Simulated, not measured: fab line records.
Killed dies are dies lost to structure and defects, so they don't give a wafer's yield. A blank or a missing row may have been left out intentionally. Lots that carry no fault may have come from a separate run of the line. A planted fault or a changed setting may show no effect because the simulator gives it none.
Which tool was responsible? / flow n5_finfet / 10 lots with 27 wafers sampled at 6 steps, on a route of 1938 steps

## WHAT EACH GAUGE READ, for each wafer
N5_BEOL_M1_OCD_MEAS_38.
lot=L710; measured=day 7 13:29; on=ocd-02; trench_depth_nm (nm)=54.7 54.4 55.5
lot=L711; measured=day 7 16:47; on=ocd-02; trench_depth_nm (nm)=55.8 55.4 55.3
lot=L714; measured=day 8 07:59; on=ocd-02; trench_depth_nm (nm)=50.2 50.3
lot=L718; measured=day 9 12:00; on=ocd-02; trench_depth_nm (nm)=39.7 55.1
lot=L719; measured=day 9 15:09; on=ocd-01; trench_depth_nm (nm)=54.1 46.7
lot=L722; measured=day 10 11:55; on=ocd-02; trench_depth_nm (nm)=55.7 56.1 55.6
lot=L721; measured=day 10 18:03; on=ocd-01; trench_depth_nm (nm)=55.1 53.6 55.5
lot=L727; measured=day 11 21:19; on=ocd-01; trench_depth_nm (nm)=55.8 55.9 55.3
lot=L728; measured=day 12 00:55; on=ocd-02; trench_depth_nm (nm)=54.0 55.6 56.0
lot=L729; measured=day 12 08:05; on=ocd-01; trench_depth_nm (nm)=55.9 53.9 54.6

N5_BEOL_M4_RC_MEAS_101.
lot=L710; measured=day 9 19:38; on=prober-02; CHAIN_V0_max_site (ohm/link)=249 251 244; CHAIN_V1_max_site (ohm/link)=253 264 258; DIBL_N (mV/V)=38.0 37.2 37.7; DIBL_P (mV/V)=38.5 37.4 38.7; IOFF_N (nA/um)=0.187 0.190 0.194; IOFF_P (nA/um)=0.234 0.208 0.236; ION_N (uA/um)=682 691 687; ION_P (uA/um)=462 466 461; SS_N (mV/dec)=72.1 72.5 72.0; SS_P (mV/dec)=74.0 72.4 73.9; VT_N (mV)=247.6 245.4 246.8; VT_P (mV)=-249 -251 -251
lot=L711; measured=day 9 09:45; on=prober-02; CHAIN_V0_max_site (ohm/link)=247 241 253; CHAIN_V1_max_site (ohm/link)=266 250 250; DIBL_N (mV/V)=35.2 37.9 36.1; DIBL_P (mV/V)=34.1 36.5 35.4; IOFF_N (nA/um)=0.142 0.191 0.153; IOFF_P (nA/um)=0.178 0.215 0.193; ION_N (uA/um)=667 691 671; ION_P (uA/um)=462 463 459; SS_N (mV/dec)=71.2 72.1 71.2; SS_P (mV/dec)=73.3 73.6 73.2; VT_N (mV)=253.4 248.8 251.1; VT_P (mV)=-255 -253 -253
lot=L714; measured=day 9 22:42; on=prober-01; CHAIN_V0_max_site (ohm/link)=~588 ~588; CHAIN_V1_max_site (ohm/link)=~571 ~571; DIBL_N (mV/V)=33.8 36.2; DIBL_P (mV/V)=32.7 35.5; IOFF_N (nA/um)=0.120 0.155; IOFF_P (nA/um)=0.196 0.244; ION_N (uA/um)=666 671; ION_P (uA/um)=468 464; SS_N (mV/dec)=71.6 71.3; SS_P (mV/dec)=72.4 73.1; VT_N (mV)=251.9 249.2; VT_P (mV)=-247 -247
lot=L718; measured=day 11 08:19; on=prober-02; CHAIN_V0_max_site (ohm/link)=~588 241; CHAIN_V1_max_site (ohm/link)=~571 240; DIBL_N (mV/V)=35.3 36.1; DIBL_P (mV/V)=34.8 35.7; IOFF_N (nA/um)=0.152 0.169; IOFF_P (nA/um)=0.225 0.241; ION_N (uA/um)=682 677; ION_P (uA/um)=475 469; SS_N (mV/dec)=71.4 71.4; SS_P (mV/dec)=72.7 73.3; VT_N (mV)=248.2 247.0; VT_P (mV)=-247 -247
lot=L719; measured=day 11 06:36; on=prober-01; CHAIN_V0_max_site (ohm/link)=245 ~588; CHAIN_V1_max_site (ohm/link)=255 ~571; DIBL_N (mV/V)=34.8 35.3; DIBL_P (mV/V)=35.5 36.7; IOFF_N (nA/um)=0.147 0.165; IOFF_P (nA/um)=0.234 0.258; ION_N (uA/um)=664 683; ION_P (uA/um)=466 474; SS_N (mV/dec)=71.8 72.0; SS_P (mV/dec)=73.1 73.3; VT_N (mV)=249.3 247.6; VT_P (mV)=-247 -245
lot=L722; measured=day 11 22:12; on=prober-02; CHAIN_V0_max_site (ohm/link)=249 256 263; CHAIN_V1_max_site (ohm/link)=241 254 233; DIBL_N (mV/V)=35.7 33.7 35.3; DIBL_P (mV/V)=36.0 32.7 35.5; IOFF_N (nA/um)=0.149 0.110 0.152; IOFF_P (nA/um)=0.210 0.162 0.212; ION_N (uA/um)=663 665 682; ION_P (uA/um)=454 457 468; SS_N (mV/dec)=70.7 70.4 71.2; SS_P (mV/dec)=72.8 72.7 73.4; VT_N (mV)=249.4 255.0 249.5; VT_P (mV)=-250 -256 -247
lot=L721; measured=day 12 15:24; on=prober-01; CHAIN_V0_max_site (ohm/link)=246 255 244; CHAIN_V1_max_site (ohm/link)=232 235 233; DIBL_N (mV/V)=38.6 38.1 38.4; DIBL_P (mV/V)=37.1 36.5 36.5; IOFF_N (nA/um)=0.181 0.173 0.177; IOFF_P (nA/um)=0.226 0.205 0.205; ION_N (uA/um)=682 678 665; ION_P (uA/um)=462 456 450; SS_N (mV/dec)=72.3 72.3 71.2; SS_P (mV/dec)=73.7 73.7 73.2; VT_N (mV)=246.5 248.6 249.0; VT_P (mV)=-251 -253 -254
lot=L727; measured=day 13 10:22; on=prober-01; CHAIN_V0_max_site (ohm/link)=250 253 242; CHAIN_V1_max_site (ohm/link)=231 230 231; DIBL_N (mV/V)=35.9 34.6 36.0; DIBL_P (mV/V)=37.2 35.2 37.6; IOFF_N (nA/um)=0.158 0.136 0.166; IOFF_P (nA/um)=0.203 0.166 0.203; ION_N (uA/um)=675 668 682; ION_P (uA/um)=467 458 463; SS_N (mV/dec)=71.4 70.9 71.8; SS_P (mV/dec)=73.2 73.3 73.5; VT_N (mV)=251.6 251.9 249.8; VT_P (mV)=-253 -258 -252
lot=L728; measured=day 13 22:22; on=prober-02; CHAIN_V0_max_site (ohm/link)=248 242 246; CHAIN_V1_max_site (ohm/link)=272 263 256; DIBL_N (mV/V)=35.7 33.3 35.0; DIBL_P (mV/V)=37.9 34.6 36.6; IOFF_N (nA/um)=0.170 0.127 0.151; IOFF_P (nA/um)=0.230 0.184 0.217; ION_N (uA/um)=681 675 675; ION_P (uA/um)=472 467 465; SS_N (mV/dec)=72.5 71.0 71.1; SS_P (mV/dec)=73.4 72.6 73.3; VT_N (mV)=250.1 252.1 250.0; VT_P (mV)=-248 -251 -249
lot=L729; measured=day 14 04:43; on=prober-02; CHAIN_V0_max_site (ohm/link)=243 246 257; CHAIN_V1_max_site (ohm/link)=239 241 235; DIBL_N (mV/V)=36.6 37.2 34.9; DIBL_P (mV/V)=35.7 36.7 33.8; IOFF_N (nA/um)=0.149 0.164 0.132; IOFF_P (nA/um)=0.218 0.243 0.196; ION_N (uA/um)=661 665 667; ION_P (uA/um)=460 458 467; SS_N (mV/dec)=71.8 72.8 71.7; SS_P (mV/dec)=73.4 73.9 72.7; VT_N (mV)=251.6 250.0 254.0; VT_P (mV)=-250 -248 -251

## WHICH TOOL RAN EACH LOT (tool, then ch and the chambers of the sampled wafers, then the start)
lot=L710; N5_BEOL_M1_HM_DEP_02=pvd_sputter-03, day 7 03:50; N5_BEOL_M1_DESCUM_33=rie_diel-06 ch 0,1,2, day 7 08:40; N5_BEOL_M1_DEGAS_44=pvd_sputter-02, day 7 13:56; N5_BEOL_M1_ALD_84=ald_metal-03 ch 0,2,3, day 7 14:11
lot=L711; N5_BEOL_M1_HM_DEP_02=pvd_sputter-02, day 7 11:24; N5_BEOL_M1_DESCUM_33=rie_diel-04 ch 0,3, day 7 13:23; N5_BEOL_M1_DEGAS_44=pvd_sputter-01, day 7 17:34; N5_BEOL_M1_ALD_84=ald_metal-03 ch 0,2,3, day 7 17:41
lot=L714; N5_BEOL_M1_HM_DEP_02=pvd_sputter-02, day 7 23:51; N5_BEOL_M1_DESCUM_33=rie_diel-04 ch 0,1, day 8 01:16; N5_BEOL_M1_DEGAS_44=pvd_sputter-01, day 8 08:24; N5_BEOL_M1_ALD_84=ald_metal-02 ch 1,3, day 8 08:37
lot=L718; N5_BEOL_M1_HM_DEP_02=pvd_sputter-02, day 9 08:23; N5_BEOL_M1_DESCUM_33=rie_diel-06 ch 0,2, day 9 09:47; N5_BEOL_M1_DEGAS_44=pvd_sputter-03, day 9 12:23; N5_BEOL_M1_ALD_84=ald_metal-03 ch 2,3, day 9 12:30
lot=L719; N5_BEOL_M1_HM_DEP_02=pvd_sputter-02, day 9 08:29; N5_BEOL_M1_DESCUM_33=rie_diel-04 ch 0,2, day 9 09:52; N5_BEOL_M1_DEGAS_44=pvd_sputter-02, day 9 15:38; N5_BEOL_M1_ALD_84=ald_metal-03 ch 0,1, day 9 15:45
lot=L722; N5_BEOL_M1_HM_DEP_02=pvd_sputter-01, day 10 06:29; N5_BEOL_M1_DESCUM_33=rie_diel-04 ch 0,2,3, day 10 08:00; N5_BEOL_M1_DEGAS_44=pvd_sputter-03, day 10 12:26; N5_BEOL_M1_ALD_84=ald_metal-01 ch 2,3, day 10 12:41
lot=L721; N5_BEOL_M1_HM_DEP_02=pvd_sputter-03, day 10 11:06; N5_BEOL_M1_DESCUM_33=rie_diel-06 ch 0,3, day 10 12:48; N5_BEOL_M1_DEGAS_44=pvd_sputter-02, day 10 18:35; N5_BEOL_M1_ALD_84=ald_metal-02 ch 0,1,2, day 10 18:42
lot=L727; N5_BEOL_M1_HM_DEP_02=pvd_sputter-02, day 11 12:17; N5_BEOL_M1_DESCUM_33=rie_diel-04 ch 0,3, day 11 13:46; N5_BEOL_M1_DEGAS_44=pvd_sputter-02, day 11 22:10; N5_BEOL_M1_ALD_84=ald_metal-01 ch 0,1, day 11 22:26
lot=L728; N5_BEOL_M1_HM_DEP_02=pvd_sputter-02, day 11 21:37; N5_BEOL_M1_DESCUM_33=rie_diel-06 ch 1,2,3, day 11 23:18; N5_BEOL_M1_DEGAS_44=pvd_sputter-01, day 12 01:25; N5_BEOL_M1_ALD_84=ald_metal-01 ch 0,1,2, day 12 01:31
lot=L729; N5_BEOL_M1_HM_DEP_02=pvd_sputter-02, day 11 22:15; N5_BEOL_M1_DESCUM_33=rie_diel-03 ch 1,2,3, day 11 23:38; N5_BEOL_M1_DEGAS_44=pvd_sputter-01, day 12 08:43; N5_BEOL_M1_ALD_84=ald_metal-01 ch 0,1,2, day 12 08:50
- N5_BEOL_M1_HM_DEP_02: deposits TiN, target thk 20 nm.
- N5_BEOL_M1_DESCUM_33: chemistry O2, time 7 s.
- N5_BEOL_M1_DEGAS_44: time 60 s.
- N5_BEOL_M1_ALD_84: deposits TaN, pulse time 2 s, purge time 3 s, co reactant purge time 2 s.

## WHAT THE TOOLS THEMSELVES READ (means of the sampled wafers that have a number; where no wafer has one, the mark that the record gives instead)
N5_BEOL_M1_HM_DEP_02.
lot=L710; tool=pvd_sputter-03; susceptor_temp_C (C)=25.00; throttle_valve_pct (%)=30.3
lot=L711; tool=pvd_sputter-02; susceptor_temp_C (C)=24.91; throttle_valve_pct (%)=30.7
lot=L714; tool=pvd_sputter-02; susceptor_temp_C (C)=25.19; throttle_valve_pct (%)=30.9
lot=L718; tool=pvd_sputter-02; susceptor_temp_C (C)=25.01; throttle_valve_pct (%)=30.8
lot=L719; tool=pvd_sputter-02; susceptor_temp_C (C)=24.99; throttle_valve_pct (%)=30.8
lot=L722; tool=pvd_sputter-01; susceptor_temp_C (C)=25.01; throttle_valve_pct (%)=30.5
lot=L721; tool=pvd_sputter-03; susceptor_temp_C (C)=25.08; throttle_valve_pct (%)=30.3
lot=L727; tool=pvd_sputter-02; susceptor_temp_C (C)=25.03; throttle_valve_pct (%)=30.7
lot=L728; tool=pvd_sputter-02; susceptor_temp_C (C)=25.02; throttle_valve_pct (%)=30.9
lot=L729; tool=pvd_sputter-02; susceptor_temp_C (C)=24.96; throttle_valve_pct (%)=30.8

N5_BEOL_M1_DESCUM_33.
lot=L710; tool=rie_diel-06; drypump_motor_current_A (A)=5.6; oes_product_au (a.u.)=0.75; rf_vpp_V (V)=242.9; showerhead_plenum_p_Torr (Torr)=2.12; throttle_valve_pct (%)=20.7
lot=L711; tool=rie_diel-04; drypump_motor_current_A (A)=6.0; oes_product_au (a.u.)=0.71; rf_vpp_V (V)=243.8; showerhead_plenum_p_Torr (Torr)=2.08; throttle_valve_pct (%)=20.7
lot=L714; tool=rie_diel-04; drypump_motor_current_A (A)=5.9; oes_product_au (a.u.)=0.68; rf_vpp_V (V)=244.1; showerhead_plenum_p_Torr (Torr)=2.11; throttle_valve_pct (%)=20.7
lot=L718; tool=rie_diel-06; drypump_motor_current_A (A)=5.5; oes_product_au (a.u.)=0.76; rf_vpp_V (V)=243.9; showerhead_plenum_p_Torr (Torr)=2.13; throttle_valve_pct (%)=20.6
lot=L719; tool=rie_diel-04; drypump_motor_current_A (A)=6.0; oes_product_au (a.u.)=0.89; rf_vpp_V (V)=242.1; showerhead_plenum_p_Torr (Torr)=2.04; throttle_valve_pct (%)=20.4
lot=L722; tool=rie_diel-04; drypump_motor_current_A (A)=5.8; oes_product_au (a.u.)=0.83; rf_vpp_V (V)=242.3; showerhead_plenum_p_Torr (Torr)=2.05; throttle_valve_pct (%)=20.5
lot=L721; tool=rie_diel-06; drypump_motor_current_A (A)=5.7; oes_product_au (a.u.)=0.76; rf_vpp_V (V)=244.4; showerhead_plenum_p_Torr (Torr)=2.15; throttle_valve_pct (%)=20.3
lot=L727; tool=rie_diel-04; drypump_motor_current_A (A)=5.8; oes_product_au (a.u.)=0.81; rf_vpp_V (V)=243.6; showerhead_plenum_p_Torr (Torr)=2.08; throttle_valve_pct (%)=20.5
lot=L728; tool=rie_diel-06; drypump_motor_current_A (A)=5.6; oes_product_au (a.u.)=0.79; rf_vpp_V (V)=244.0; showerhead_plenum_p_Torr (Torr)=2.10; throttle_valve_pct (%)=20.6
lot=L729; tool=rie_diel-03; drypump_motor_current_A (A)=6.2; oes_product_au (a.u.)=0.78; rf_vpp_V (V)=243.0; showerhead_plenum_p_Torr (Torr)=2.13; throttle_valve_pct (%)=20.5

N5_BEOL_M1_DEGAS_44.
lot=L710; tool=pvd_sputter-02; heater_power_w (W)=339; susceptor_temp_C (C)=250.13
lot=L711; tool=pvd_sputter-01; heater_power_w (W)=347; susceptor_temp_C (C)=250.11
lot=L714; tool=pvd_sputter-01; heater_power_w (W)=300; susceptor_temp_C (C)=250.01
lot=L718; tool=pvd_sputter-03; heater_power_w (W)=316; susceptor_temp_C (C)=250.24
lot=L719; tool=pvd_sputter-02; heater_power_w (W)=336; susceptor_temp_C (C)=249.98
lot=L722; tool=pvd_sputter-03; heater_power_w (W)=355; susceptor_temp_C (C)=250.09
lot=L721; tool=pvd_sputter-02; heater_power_w (W)=299; susceptor_temp_C (C)=249.87
lot=L727; tool=pvd_sputter-02; heater_power_w (W)=337; susceptor_temp_C (C)=249.69
lot=L728; tool=pvd_sputter-01; heater_power_w (W)=359; susceptor_temp_C (C)=250.09
lot=L729; tool=pvd_sputter-01; heater_power_w (W)=324; susceptor_temp_C (C)=250.00

N5_BEOL_M1_ALD_84.
lot=L710; tool=ald_metal-03; heater_power_w (W)=427; susceptor_temp_C (C)=274.89
lot=L711; tool=ald_metal-03; heater_power_w (W)=425; susceptor_temp_C (C)=275.07
lot=L714; tool=ald_metal-02; heater_power_w (W)=484; susceptor_temp_C (C)=275.17
lot=L718; tool=ald_metal-03; heater_power_w (W)=431; susceptor_temp_C (C)=275.02
lot=L719; tool=ald_metal-03; heater_power_w (W)=395; susceptor_temp_C (C)=275.19
lot=L722; tool=ald_metal-01; heater_power_w (W)=426; susceptor_temp_C (C)=275.00
lot=L721; tool=ald_metal-02; heater_power_w (W)=431; susceptor_temp_C (C)=275.02
lot=L727; tool=ald_metal-01; heater_power_w (W)=478; susceptor_temp_C (C)=275.09
lot=L728; tool=ald_metal-01; heater_power_w (W)=465; susceptor_temp_C (C)=274.80
lot=L729; tool=ald_metal-01; heater_power_w (W)=463; susceptor_temp_C (C)=275.04

## THE ANSWER, worked out from the rows above alone
Rule: the lots themselves supply what counts as usual. The widest of any qualifying gaps counts: lots, ordered by their means at a reading, are off when they make up no more than a third of the lots, leave a main group of 4 or more, and stand apart from it by 3 or more times the standard deviation of that group's means. The tables above print the reading to a certain number of digits; a main group whose means all agree to those digits is not used. A lot without any number at a reading at which 4 lots or more have one is off too. The other lots that the step has rows for count as sound. First the gauges in route order, then the tools' own readings, where a lot's mean is used as printed above. At the first step where some lot is off, the reading lying furthest off is the one used; lots without a number count as furthest.
Off: L714, L718, L719 (N5_BEOL_M1_OCD_MEAS_38, trench_depth_nm). The main group: mean 55.2 nm, standard deviation 0.41.
A tool fits if, at a process step before that reading, it ran every lot that is off, and no sound lot after the first of them. Those tools and the gauges at N5_BEOL_M1_OCD_MEAS_38 are tried in the same way. No candidate that was tried fits.

## WHAT WAS PUT IN BY THE SIMULATOR
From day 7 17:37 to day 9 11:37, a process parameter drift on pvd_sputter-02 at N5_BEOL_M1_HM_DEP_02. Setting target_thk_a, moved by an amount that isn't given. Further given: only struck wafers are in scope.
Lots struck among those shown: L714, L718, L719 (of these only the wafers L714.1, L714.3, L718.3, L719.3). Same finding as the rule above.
